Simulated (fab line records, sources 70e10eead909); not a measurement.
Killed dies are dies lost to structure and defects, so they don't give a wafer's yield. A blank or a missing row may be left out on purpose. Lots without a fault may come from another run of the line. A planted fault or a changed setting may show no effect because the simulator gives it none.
A struck lot beside a sound one | flow nand_harc | 16 steps out of a route of 1302
Sound: wafers L937.3, L937.5, L937.6. Struck: wafers L947.3, L947.4, L947.6. The cause comes at the end.
At each step with rows: each side's tool, then ch and its chambers, then its first start. Under that, the readings that differ: sound wafers | struck wafers | difference of the means | sigmas: that difference in standard deviations of wafers without a fault.
alike: readings whose means differ by less than 2 such deviations, and words and numbers that are the same on both sides. not compared: withheld readings, readings that some wafer has no value for, bounds like >300 that may hide the same value, and numbers for which the record gives no deviation and whose values overlap.
The two part at a step that has a row with sigmas, a row that says differs or no value, or rows on one side only. Numbers that don't overlap but have no deviation are shown without sigmas and don't part them. A reading that every wafer of one side lacks parts them only if that side has two wafers or more.

NHARC_A_ONON_D2_THK_MEAS_08: measures by ellipsometry.
  sound on film_metro-01, day 13 14:56; struck on film_metro-01, day 18 06:31
  alike: thk_nm
then, 1 step without rows for these wafers: NHARC_A_ONON_D2_DEP_09 (target thk 1000 nm).
NHARC_A_ONON_D2_THK_MEAS_11: measures by ellipsometry.
  sound on film_metro-02, day 13 15:31; struck on film_metro-01, day 18 07:05
  alike: thk_nm
then, 1 step without rows for these wafers: NHARC_A_ONON_D2_DEP_12 (target thk 1000 nm).
NHARC_A_ONON_D2_THK_MEAS_14: measures by ellipsometry.
  sound on film_metro-01, day 13 16:05; struck on film_metro-01, day 18 07:39
  alike: thk_nm
then, 2 steps without rows for these wafers: NHARC_A_ONON_D2_ANNEAL_15 (time 3600 s); NHARC_A_ONON_D2_DEP_16 (target thk 1000 nm).
NHARC_A_ONON_D2_THK_MEAS_18: measures by ellipsometry.
  sound on film_metro-02, day 14 01:49; struck on film_metro-02, day 18 15:42
  alike: thk_nm
then, 1 step without rows for these wafers: NHARC_A_ONON_D2_DEP_19 (target thk 1000 nm).
NHARC_A_ONON_D2_THK_MEAS_21: measures by ellipsometry.
  sound on film_metro-01, day 14 02:22; struck on film_metro-01, day 18 16:16
  alike: thk_nm
then, 1 step without rows for these wafers: NHARC_A_ONON_D2_DEP_22 (target thk 1000 nm).
NHARC_A_ONON_D2_THK_MEAS_24: measures by ellipsometry.
  sound on film_metro-01, day 14 02:56; struck on film_metro-02, day 18 16:49
  alike: thk_nm
NHARC_A_ONON_D2_DEP_25: target thk 1000 nm.
  sound on pecvd_onon-02 ch 0, day 14 03:07; struck on pecvd_onon-03 ch 0, day 18 16:59
NHARC_A_ONON_D2_THK_MEAS_27: measures by ellipsometry.
  sound on film_metro-02, day 14 03:31; struck on film_metro-01, day 18 17:23
  reading     | sound       | struck      | difference | sigmas
  thk_nm (nm) | 996 993 996 | 574 577 576 | -419       | -47
then, 1 step without rows for these wafers: NHARC_A_ONON_D2_DEP_28 (target thk 1000 nm).
-- the record jumps here: 11 days lie between the struck wafers' starts before and after (it left off in module A_ONON_D2 and takes up again in module END, whose first step shown is number 1302 of the route) --
NHARC_END_SORT_01:
  sound on prober-02 ch 0, day 25 15:23; struck on prober-01 ch 0, day 30 04:50
  reading         | sound    | struck      | difference | sigmas
  killed_at_array | 73 80 86 | 676 677 676 | +597       | +22
  killed_dies     | 77 85 87 | 677 677 677 | +594       | +21
  alike: killed_at_other, killed_at_periphery, killed_open, killed_short

WHERE THEY PART
First at NHARC_A_ONON_D2_THK_MEAS_27; last, within this record, at NHARC_END_SORT_01.

WHY: what the simulator had put in
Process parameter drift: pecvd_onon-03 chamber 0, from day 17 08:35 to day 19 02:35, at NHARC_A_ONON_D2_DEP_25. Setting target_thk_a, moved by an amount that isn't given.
